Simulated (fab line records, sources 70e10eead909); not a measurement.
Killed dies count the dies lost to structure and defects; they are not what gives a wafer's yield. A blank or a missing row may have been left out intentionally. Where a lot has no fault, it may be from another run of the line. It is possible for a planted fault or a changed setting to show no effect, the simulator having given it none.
Comparing a struck lot with a sound one | flow nandHarc | 13 steps out of a route of 1302
Sound: the wafers L998.3, L998.4, L998.6. Struck: wafers L111.2, L111.3, L111.4. At the end, the cause is stated.
Per side, at each step with rows, come the tool, then ch with its chambers, and then its first start. Under that, the readings that differ: sound wafers | struck wafers | difference of the means | sigmas: that difference in standard deviations of wafers without a fault.
alike: a reading whose means differ by less than 2 such deviations, as well as words and numbers matching on both sides. not compared: withheld readings; readings where some wafer has no value; bounds like >300 that might hide an equal value; numbers whose values overlap and for which the record gives no deviation.
The two part at a step that has a row with sigmas, a row that says differs or no value, or rows on one side only. Non-overlapping numbers with no deviation appear without sigmas and do not part them. Lack of a reading on every wafer of one side parts them only where that side has two or more wafers.

NHARC_A_CHANNEL_FILL_D2_ALD_03: deposits SiNx, target thk 6 nm, pulse time 60 s, ald cycles 58.
  sound on aldSinBatch-01 ch 0; struck on aldSinBatch-01 ch 0
  alike: precursorPulseHeightRel
NHARC_A_CHANNEL_FILL_D2_ALD_14: deposits SiO2, target thk 2.5 nm, pulse time 10 s, ald cycles 25.
  sound on aldHk-02 ch 0,2,3, day 13 15:17; struck on aldHk-04 ch 0,2,3, day 19 20:40
  alike: heaterPowerOuterW, heaterPowerW, precursorPulseHeightRel
then, 1 step without rows for these wafers: NHARC_A_CHANNEL_FILL_D2_ALD_15 (deposits SiNx, target thk 2 nm, pulse time 60 s, ald cycles 19).
NHARC_A_CHANNEL_FILL_D2_ALD_16: deposits SiO2, target thk 1.5 nm, pulse time 10 s, ald cycles 15.
  sound on aldHk-01 ch 0,3, day 13 20:23; struck on aldHk-02 ch 0,2,3, day 20 01:51
  alike: heaterPowerOuterW, heaterPowerW, precursorPulseHeightRel
then, 3 steps without rows for these wafers: NHARC_A_CHANNEL_FILL_D2_ANNEAL_17 (time 1800 s); NHARC_A_CHANNEL_FILL_D2_CVD_18 (deposits poly-Si, target thk 3 nm); NHARC_A_CHANNEL_FILL_D2_ETCHBACK_19 (etches the open film in HBr/Cl2, target depth 5 nm, time 1.7 s).
NHARC_A_CHANNEL_FILL_D2_ETCHBACK_20: etches the open film in C4F8/O2/Ar, target depth 27 nm, time 13.5 s.
  sound on rieDiel-04 ch 1,2,3, day 14 09:23; struck on rieDiel-13 ch 0,1, day 20 13:24
  alike: chamberPressureMTorr, oesProductAu, rfVppV
  not compared: rfHoursCounterH
NHARC_A_CHANNEL_FILL_D2_STRIP_28: strips in O2, time 20 s.
  sound on rieDiel-04 ch 1,2,3, day 14 09:28; struck on rieDiel-13 ch 0,1, day 20 13:32
  alike: chamberPressureMTorr, drypumpMotorCurrentA, oesProductAu, rfVppV, showerheadPlenumPTorr, throttleValvePct
  not compared: rfHoursCounterH
then, 3 steps without rows for these wafers: NHARC_A_CHANNEL_FILL_D2_PRECLEAN_21 (cleans in dHF, time 30 s); NHARC_A_CHANNEL_FILL_D2_SRD_23; NHARC_A_CHANNEL_FILL_D2_CVD_05 (deposits poly-Si, target thk 5 nm).
NHARC_A_CHANNEL_FILL_D2_ANNEAL_22: time 7200 s.
  sound on furnace-08 ch 0, day 14 17:35; struck on furnace-08, day 20 21:08
  no value came back on the struck wafers for runLengthS (s), spikeTcBottomC (C), zonePowerCentrePct (%); on the sound wafers runLengthS (s) reads 7234 7234 7234

== WHERE THEY PART ==
NHARC_A_CHANNEL_FILL_D2_ANNEAL_22 only, going by this record.

WHY: what had been put in by the simulator
Beginning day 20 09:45, the whole step at NHARC_A_CHANNEL_FILL_D2_ANNEAL_22 was skipped on furnace-08. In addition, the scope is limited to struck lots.
